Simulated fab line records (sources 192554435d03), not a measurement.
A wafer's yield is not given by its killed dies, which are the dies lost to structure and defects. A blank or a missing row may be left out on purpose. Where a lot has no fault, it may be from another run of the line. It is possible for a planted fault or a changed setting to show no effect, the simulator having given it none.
8D (eight disciplines) problem report, filled in by code + flow n5-finfet + the parts of the form that need people (team, actions taken, sign-off) are left out

== 1. PROBLEM STATEMENT ==
Wafers without a fault read 1499.9 rpm, standard deviation 1.1; spin-speed-rpm at N5_SD_EPI_N_COAT_33 reads a mean of 1249.1 rpm on 6 wafers belonging to 2 lots. So: -99 or more standard deviations from the usual mean.
The step: time 60 s, resist thk 35 nm.
First observed at day 6 19:29: wafer L289.1, on litho-track-04. The record holds 27 wafers of 9 lots with a number at this step. Rule for "out", or "out of limits": more than 4 standard deviations from the usual mean. The rest of the wafers with a number are treated as sound.

== 2. WHAT IT IS AND WHAT IT IS NOT ==
| question                    | is                     | is not                                                                          |
|-----------------------------|------------------------|---------------------------------------------------------------------------------|
| which readings at this step | spin-speed-rpm         | -                                                                               |
| which lots                  | L289, L291             | L277, L278, L279, L286, L290, L292, L297                                        |
| which wafers of those lots  | all that have a number | -                                                                               |
| read on which tools         | litho-track-04         | litho-track-01, litho-track-03                                                  |
| when                        | from day 6 19:29       | up to then (12 sound wafers); but 9 sound wafers of L290, L292, L297 came after |

== 3. SUSPECTS, AND WHAT RULES EACH OUT ==
Counting: a tool at a process step up to the reading stays a suspect if it ran every lot that is out and no sound lot after the first of them.
- litho-track-04 at N5_SD_EPI_N_COAT_33 (time 60 s, resist thk 35 nm): kept. It processed each lot that is out, first L289 at day 6 19:29, and no sound lot thereafter; up to then, the last sound lot it processed was L286 at day 6 04:53. Its own spin-speed-rpm readings are out on those wafers.
Left after counting: litho-track-04 at N5_SD_EPI_N_COAT_33.

== 4. THE CAUSE (what the simulator had put in) ==
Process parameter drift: litho-track-04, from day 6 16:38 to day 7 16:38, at N5_SD_EPI_N_COAT_33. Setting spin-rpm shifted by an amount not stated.
The count eliminated every tool but this one.

== 5. THE EFFECT CHAIN, in route order ==
One row per reading whose mean, taken over the struck wafers that have a number, lies over 3 standard deviations from the usual. Scope: only readings with a usual standard deviation given in the record; hours: median across lots of the time from each lot's start at the first step in this table that gives one to its start at this step; sigmas: change in usual standard deviations.
| hours | step                | reading           | usual      | on struck wafers | change | sigmas      |
|-------|---------------------|-------------------|------------|------------------|--------|-------------|
| 0     | N5_SD_EPI_N_COAT_33 | spin-speed-rpm    | 1499.9 rpm | 1249.1           | -250.8 | -99 or more |
| 1     | N5_SD_EPI_N_ETCH_34 | etch-rf-on-time-s | 75.3 s     | 82.6             | +7.3   | +4.0        |
Its process steps:
- N5_SD_EPI_N_COAT_33: time 60 s, resist thk 35 nm.
- N5_SD_EPI_N_ETCH_34: etches SiARC in CF4, target depth 45.5 nm, time 75.8 s.
Later steps that measure or inspect, where all struck wafers having a row at the step show a number for every such reading and not one has moved that far: N5_BEOL_M4_RC_MEAS_101.

== 6. WHAT WOULD HAVE CAUGHT IT SOONER ==
In this record the first reading out of limits was taken at day 6 19:29, 3 hours after the fault began at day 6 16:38.
